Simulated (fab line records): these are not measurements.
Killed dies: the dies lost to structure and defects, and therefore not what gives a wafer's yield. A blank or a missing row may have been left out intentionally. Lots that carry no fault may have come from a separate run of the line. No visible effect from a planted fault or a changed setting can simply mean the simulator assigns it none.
Struck lot and sound lot, side by side | flow n5_finfet | 36 out of 1938 route steps
Sound: wafers L375.4, L375.5, L375.6. Wafers L384.2, L384.4, L384.6 were the ones struck. Last of all comes the cause.
At each step with rows: each side's tool, then ch and its chambers, then its first start. Under that, the readings that differ: sound wafers | struck wafers | difference of the means | sigmas: that difference in standard deviations of wafers without a fault.
alike: same words and numbers on both sides, and readings whose means sit less than 2 such deviations apart. not compared: any withheld reading, any reading some wafer has no value for, any bound like >300 that may hide the same value, and any number with overlapping values for which the record gives no deviation.
A row with sigmas, a row that says differs or no value, or rows on one side alone: a step with any of these is where the two part. When numbers do not overlap yet have no deviation, they are printed without sigmas and do not part them. A reading that every wafer of one side lacks parts them only if that side has two wafers or more.

first, 10 steps without rows for these wafers: N5_BEOL_M5_ILD_DEP_00 (deposits SiCOH lowk from DEMS/porogen, target thk 140.64 nm, time 25.9 s); N5_BEOL_M5_CURE_79 (cures SiCOH lowk, time 240 s); N5_BEOL_M5_PECVD_70 (deposits SiO2 from TEOS/O2, target thk 16 nm, time 18 s); N5_BEOL_M5_HM_DEP_02 (deposits TiN, target thk 20 nm); N5_BEOL_M5_COAT_59 (time 60 s, resist thk 60 nm); N5_BEOL_M5_COAT_60 (time 60 s, resist thk 12 nm); N5_BEOL_M5_COAT_71 (time 60 s, resist thk 5 nm); N5_BEOL_M5_COAT_05 (resist thk 30 nm); N5_BEOL_M5_EBR_07; N5_BEOL_M5_SOFTBAKE_06 (time 60 s).
N5_BEOL_M5_EXPOSE_08: exposes mask M5, target cd 28 nm.
  sound on euv_scanner-01 ch 0, day 8 15:55; struck on euv_scanner-01 ch 0, day 12 06:44
  reading              | sound             | struck            | difference | sigmas
  exposure_dose_mJ_cm2 | 35.71 35.67 35.66 | 36.84 36.88 36.91 | +1.20      | +28
  alike: mask
then, 2 steps without rows for these wafers: N5_BEOL_M5_PEB_09 (peb time 60 s); N5_BEOL_M5_DEVELOP_10 (develop time 30 s).
N5_BEOL_M5_CD_MEAS_11: target cd 27.74 nm.
  sound on cd_sem-03 ch 0, day 8 16:01; struck on cd_sem-03 ch 0, day 12 06:52
  reading    | sound             | struck            | difference | sigmas
  cd_nm (nm) | 28.32 27.87 27.89 | 29.04 28.55 28.58 | +0.70      | +3
N5_BEOL_M5_DESCUM_16: chemistry O2, time 7 s.
  sound on rie_diel-06 ch 0,2,3, day 8 16:22; struck on rie_diel-03 ch 0,1,2, day 12 06:59
  reading                  | sound             | struck            | difference | sigmas
  o2_flow_sccm (sccm)      | 226.3 225.2 225.5 | 223.5 223.8 225.4 | -1.4       | -2
  model.BEOL_M5.cd_nm (nm) | 28.2 28 28        | 29 28.6 28.6      | +1         |
  alike: drypump_motor_current_A, oes_product_au, rf_vpp_V, showerhead_plenum_p_Torr, throttle_valve_pct
  not compared: rf_hours_counter_h
then, 8 steps without rows for these wafers: N5_BEOL_M5_ETCH_72 (etches underlayer in N2/H2, target depth 6.5 nm, time 5.2 s); N5_BEOL_M5_ETCH_61 (etches SiARC in CF4, target depth 15.6 nm, time 26 s); N5_BEOL_M5_ETCH_62 (etches SOC in N2/H2, target depth 75 nm, overetch 15 nm, time 112.5 s); N5_BEOL_M5_STRIP_63 (strips in N2/H2); N5_BEOL_M5_STRIP_73 (strips in N2/H2); N5_BEOL_M5_STRIP_64 (strips in CF4); N5_BEOL_M5_HM_OPEN_17 (chemistry Cl2/BCl3, target TiN, target depth 20 nm, overetch 6 nm); N5_BEOL_M5_STRIP_19 (strips in O2).
N5_BEOL_M5_CD_MEAS_18: pitch 56 nm, target cd 28 nm.
  sound on cd_sem-03, day 8 16:49; struck on cd_sem-03, day 12 07:25
  reading    | sound             | struck            | difference | sigmas
  cd_nm (nm) | 28.34 27.90 27.84 | 29.17 28.76 28.72 | +0.86      | +3
then, 11 steps without rows for these wafers: N5_BEOL_M5_COAT_65 (time 60 s, resist thk 60 nm); N5_BEOL_M5_COAT_66 (time 60 s, resist thk 12 nm); N5_BEOL_M5_COAT_74 (time 60 s, resist thk 5 nm); N5_BEOL_M5_COAT_22 (resist thk 30 nm); N5_BEOL_M5_EBR_24; N5_BEOL_M5_SOFTBAKE_23 (time 60 s); N5_BEOL_M5_EXPOSE_25 (exposes mask V4, defocus 10 nm); N5_BEOL_M5_PEB_26 (peb time 60 s); N5_BEOL_M5_DEVELOP_27 (develop time 30 s); N5_BEOL_M5_DESCUM_33 (chemistry O2, time 7 s); N5_BEOL_M5_ETCH_75 (etches underlayer in N2/H2, target depth 6.5 nm, time 5.2 s).
N5_BEOL_M5_ETCH_41: etches SiCN in CH3F/O2, target depth 31.5 nm, time 56.7 s.
  sound on rie_diel-01 ch 1,2; struck on rie_diel-03 ch 0,1,2
  reading                  | sound      | struck       | difference | sigmas
  model.BEOL_M5.cd_nm (nm) | 28 28 27.8 | 29 28.6 28.6 | +1         |
  alike: drypump_motor_current_A, oes_product_au, rf_vpp_V, showerhead_plenum_p_Torr, throttle_valve_pct
  not compared: rf_hours_counter_h

== WHERE THEY PART ==
At N5_BEOL_M5_EXPOSE_08 first; at N5_BEOL_M5_CD_MEAS_18 last (within this record only). Later steps at which nothing parts them and some readings are alike: N5_BEOL_M5_ETCH_41.

WHY: what had been put in by the simulator
Process parameter drift: euv_scanner-01, from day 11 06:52 on, at N5_BEOL_M5_EXPOSE_08. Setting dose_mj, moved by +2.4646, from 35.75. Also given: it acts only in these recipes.
